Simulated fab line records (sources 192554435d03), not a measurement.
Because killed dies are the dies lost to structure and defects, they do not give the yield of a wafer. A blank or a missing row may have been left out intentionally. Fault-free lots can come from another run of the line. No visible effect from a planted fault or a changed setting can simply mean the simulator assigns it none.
Problem report in the 8D (eight disciplines) form, filled by code || flow n5_finfet || the parts of the form that need people (team, actions taken, sign-off) are left out

== 1. PROBLEM STATEMENT ==
N5_BEOL_M0_SAQP_ETCH_84, run_length_s: mean 106.9 s over 1 wafer from 1 lot; wafers with no fault: 173.4 s, standard deviation 0.4. So: -99 or more standard deviations from the usual mean.
The step: etches SOC in N2/H2, target depth 100 nm, overetch 20 nm, time 150 s.
The first sign was on wafer L829.1 at day 9 10:12, on rie_diel-02. The record holds 18 wafers of 7 lots with a number at this step. Rule for "out" (also "out of limits"): further than 4 standard deviations from the usual mean. All remaining wafers that have a number are taken as sound.

== 2. WHAT IT IS AND WHAT IT IS NOT ==
{"question": "which readings at this step", "is": "run_length_s", "is not": "drypump_motor_current_A, h2_flow_sccm, oes_product_au, rf_vpp_V, showerhead_plenum_p_Torr, throttle_valve_pct"}
{"question": "which lots", "is": "L829", "is not": "L813, L814, L817, L820, L823, L825"}
{"question": "which wafers of those lots", "is": "L829.1", "is not": "L829.3"}
{"question": "read on which tools", "is": "rie_diel-02", "is not": "rie_diel-01"}
{"question": "when", "is": "from day 9 10:12", "is not": "up to then (17 sound wafers)"}

== 3. SUSPECTS, AND WHAT RULES EACH OUT ==
Counting: if a tool at a process step up to the reading ran every lot that is out, it stays a suspect. Sound lots after the first of them don't rule it out here, since some wafers of a struck lot are sound.
- pvd_sputter-02 at N5_BEOL_M0_SAQP_HM_DEP_02 (deposits TiN, target thk 12 nm): kept. It ran the lot that is out, L829 (day 9 09:20).
- pecvd-01 at N5_BEOL_M0_SAQP_HM_DEP_111 (deposits SiO2 from SiH4/N2O, target thk 12 nm, time 7.2 s): kept. It ran the lot that is out, L829 (day 9 09:43).
- rie_diel-02 at N5_BEOL_M0_SAQP_ETCH_84 (etches SOC in N2/H2, target depth 100 nm, overetch 20 nm, time 150 s): kept. The lot that is out, L829, ran on it at day 9 10:12; the last sound lot it ran before that was L825, at day 8 14:20. Out on those wafers are its own readings of run_length_s.
- The sound lot-mates ran in chamber 1 of pecvd-01 at N5_BEOL_M0_SAQP_HM_DEP_111, but the wafers that are out ran in chamber 0.
- The sound lot-mates ran in chamber 2 of rie_diel-02 at N5_BEOL_M0_SAQP_ETCH_84, but the wafers that are out ran in chamber 1.
Left after counting: pvd_sputter-02 at N5_BEOL_M0_SAQP_HM_DEP_02, pecvd-01 at N5_BEOL_M0_SAQP_HM_DEP_111, rie_diel-02 at N5_BEOL_M0_SAQP_ETCH_84.

== 4. THE CAUSE (what the simulator had put in) ==
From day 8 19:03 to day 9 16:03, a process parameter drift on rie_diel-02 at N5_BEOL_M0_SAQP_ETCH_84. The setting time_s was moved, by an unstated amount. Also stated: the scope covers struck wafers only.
3 suspects survive the count, and this tool is in that group.

== 5. THE CHAIN OF EFFECTS, in route order ==
Rows list readings where the struck wafers' mean (over those with a number) sits beyond 3 standard deviations from the usual. Only readings whose record carries a usual standard deviation are examined. hours: median over the lots of the time between each lot's start at the first step of this table that gives one and its start at this step. sigmas: the change, counted in usual standard deviations.
{"hours": 0, "step": "N5_BEOL_M0_SAQP_ETCH_84", "reading": "run_length_s", "usual": "173.4 s", "on struck wafers": 106.9, "change": -66.5, "sigmas": "-99 or more"}
{"hours": 0, "step": "N5_BEOL_M0_SAQP_HM_OPEN_112", "reading": "oes_product_au", "usual": "0.49 a.u.", "on struck wafers": 0.27, "change": -0.22, "sigmas": -5.6}
{"hours": 0, "step": "N5_BEOL_M0_SAQP_MANDREL_ETCH_20", "reading": "oes_product_au", "usual": "0.784 a.u.", "on struck wafers": 0.330, "change": -0.454, "sigmas": -46}
{"hours": 180, "step": "N5_PASSIVATION_PROBE_49", "reading": "defect_limited_yield", "usual": "91.0 %", "on struck wafers": 0.0, "change": -91.0, "sigmas": -70}
{"hours": 180, "step": "N5_PASSIVATION_PROBE_49", "reading": "killed_at_M0_to_M3", "usual": 36, "on struck wafers": 1117, "change": "+1081", "sigmas": "+99 or more"}
{"hours": 180, "step": "N5_PASSIVATION_PROBE_49", "reading": "killed_dies", "usual": 107, "on struck wafers": 1180, "change": "+1073", "sigmas": "+72"}
{"hours": 180, "step": "N5_PASSIVATION_PROBE_49", "reading": "killed_on_rim", "usual": 15, "on struck wafers": 152, "change": "+137", "sigmas": "+30"}
{"hours": 180, "step": "N5_PASSIVATION_PROBE_49", "reading": "sort_bin_5_function", "usual": "5.3 %", "on struck wafers": 96.3, "change": "+91.0", "sigmas": "+99 or more"}
{"hours": 180, "step": "N5_PASSIVATION_PROBE_49", "reading": "sort_n_pass", "usual": 1073, "on struck wafers": 0, "change": -1073, "sigmas": -72}
{"hours": 180, "step": "N5_PASSIVATION_PROBE_49", "reading": "sort_yield_pct", "usual": "91.0 %", "on struck wafers": 0.0, "change": -91.0, "sigmas": -70}
It contains these process steps:
- N5_BEOL_M0_SAQP_ETCH_84: etches SOC in N2/H2, target depth 100 nm, overetch 20 nm, time 150 s.
- N5_BEOL_M0_SAQP_HM_OPEN_112: chemistry CHF3/O2, target SiO2, stops on a-Si, target depth 12 nm, time 13.5 s.
- N5_BEOL_M0_SAQP_MANDREL_ETCH_20: etches a-Si in HBr/Cl2, stops on SiNx, target depth 60 nm, bt time 10 s, time 30 s.
- N5_PASSIVATION_PROBE_49
Readings that are blank on the struck wafers while sound wafers have them: bias_w at N5_BEOL_M0_SAQP_ETCH_84; cd_nm at N5_BEOL_M0_SAQP_CD_MEAS_25; cd_nm at N5_BEOL_M0_SAQP_CD_MEAS_29.

== 6. HOW IT WOULD HAVE BEEN CAUGHT EARLIER ==
In this record no reading fell out of limits until day 9 10:12, 15 hours after the fault had begun at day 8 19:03.
